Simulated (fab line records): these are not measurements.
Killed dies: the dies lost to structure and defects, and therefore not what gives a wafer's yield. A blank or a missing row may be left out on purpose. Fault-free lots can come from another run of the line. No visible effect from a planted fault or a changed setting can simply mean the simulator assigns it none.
A struck lot beside a sound one    flow n5 finfet    15 steps out of a route of 1938
Sound: these wafers, L619.2, L619.5, L619.6. Struck: wafer L625.3 (left out: L625.1, L625.5 of the same lot, which were not struck); the cause appears at the end.
Per side, at each step with rows, come the tool, then ch with its chambers, and then its first start. Under that, the readings that differ: sound wafers    struck wafers    difference of the means    sigmas: that difference in standard deviations of wafers without a fault.
alike: readings with means less than 2 such deviations apart, plus words and numbers identical on both sides. not compared: withheld readings, readings lacking a value on some wafer, bounds such as >300 that could conceal the same value, and numbers that have no deviation in the record and whose values overlap.
Wherever a step has rows on one side only, a row that says differs or no value, or a row with sigmas, the two part there. Numbers that have no deviation but don't overlap get no sigmas and don't part them. Lack of a reading on every wafer of one side parts them only where that side has two or more wafers.

N5_GATE_CUT_CD_MEAS_13: the cd target is 20 nm.
  sound on cd sem-02 ch 0, day 7 00:24; struck on cd sem-02 ch 0, day 8 15:26
  alike: cd nm
N5_GATE_CUT_OVL_MEAS_14:
  sound on overlay-01 ch 0, day 7 00:26; struck on overlay-02 ch 0, day 8 15:28
  alike: GATE_CUT_OVL
N5_GATE_CUT_INSPECT_15: inspects for defects (brightfield).
  struck on defect inspect-02, day 8 15:31; sound on defect inspect-02, day 7 00:29
  alike: raw defect count
N5_GATE_CUT_DESCUM_18: chemistry O2, time 7 s.
  sound on rie diel-01 ch 1,2, day 7 00:32; struck on rie diel-01 ch 0, day 8 15:53
  alike: drypump motor current A, oes product au, rf vpp V, showerhead plenum p Torr, throttle valve pct
  not compared: rf hours counter h
then, 1 step without rows for these wafers: N5_GATE_CUT_ETCH_28 (etches underlayer in N2/H2, target depth 13 nm, time 10.4 s).
N5_GATE_CUT_ETCH_36: etches SiARC in CF4, target depth 13 nm, time 21.7 s.
  sound on rie diel-01 ch 1,2, day 7 00:35; struck on rie diel-01 ch 0, day 8 15:56
reading                 sound              struck  difference  sigmas
throttle valve pct (%)  15.93 15.73 15.93  15.44   -0.42       -2
  alike: cf4 flow sccm, drypump motor current A, etch rf on time s, oes product au, rf vpp V, showerhead plenum p Torr
  not compared: rf hours counter h
N5_GATE_CUT_ETCH_37: etches SOC in N2/H2, target depth 60 nm, overetch 12 nm, time 90 s.
  sound on rie diel-01 ch 1,2, day 7 00:37; struck on rie diel-01 ch 0, day 8 15:58
  alike: drypump motor current A, oes product au, rf vpp V, showerhead plenum p Torr, throttle valve pct
  not compared: rf hours counter h
then, 3 steps without rows for these wafers: N5_GATE_CUT_STRIP_38 (strips in N2/H2); N5_GATE_CUT_STRIP_39 (strips in N2/H2); N5_GATE_CUT_HM_OPEN_40 (chemistry C4F6/O2, target SiO2, target depth 139 nm, time 85.1 s).
N5_GATE_CUT_STRIP_41: strips in CF4.
  sound on rie diel-01 ch 1,2, day 7 00:45; struck on rie diel-01 ch 0, day 8 16:06
  alike: cf4 flow sccm, drypump motor current A, oes product au, rf vpp V, showerhead plenum p Torr, throttle valve pct
  not compared: rf hours counter h
N5_GATE_CUT_STRIP_42: strips in O2.
  sound on rie diel-01 ch 1,2, day 7 00:46; struck on rie diel-01 ch 0, day 8 16:07
  alike: drypump motor current A, oes product au, rf vpp V, showerhead plenum p Torr, throttle valve pct
  not compared: rf hours counter h
N5_GATE_CUT_ETCH_19: etches SiNx in CH3F/O2, target depth 53.7 nm, time 76.7 s.
  sound on rie diel-01 ch 1,2, day 7 00:49; struck on rie diel-01 ch 0, day 8 16:10
reading                 sound              struck  difference  sigmas
etch rf on time s (s)   79.7 76.7 78.6     59.2    -19.1       -20
oes product au (a.u.)   0.59 0.65 0.60     0.76    +0.15       +4
throttle valve pct (%)  16.64 16.46 16.64  16.15   -0.43       -2
  alike: drypump motor current A, oes_ar_750_au, rf vpp V, showerhead plenum p Torr
  not compared: rf hours counter h
then, 2 steps without rows for these wafers: N5_GATE_CUT_CUT_ETCH_53 (etches W in SF6/Cl2, target depth 79.2 nm); N5_PASSIVATION_PROBE_49.

WHERE THEY PART
Earliest at N5_GATE_CUT_ETCH_36; latest, in this record, at N5_GATE_CUT_ETCH_19.

WHY: what the simulator had put in
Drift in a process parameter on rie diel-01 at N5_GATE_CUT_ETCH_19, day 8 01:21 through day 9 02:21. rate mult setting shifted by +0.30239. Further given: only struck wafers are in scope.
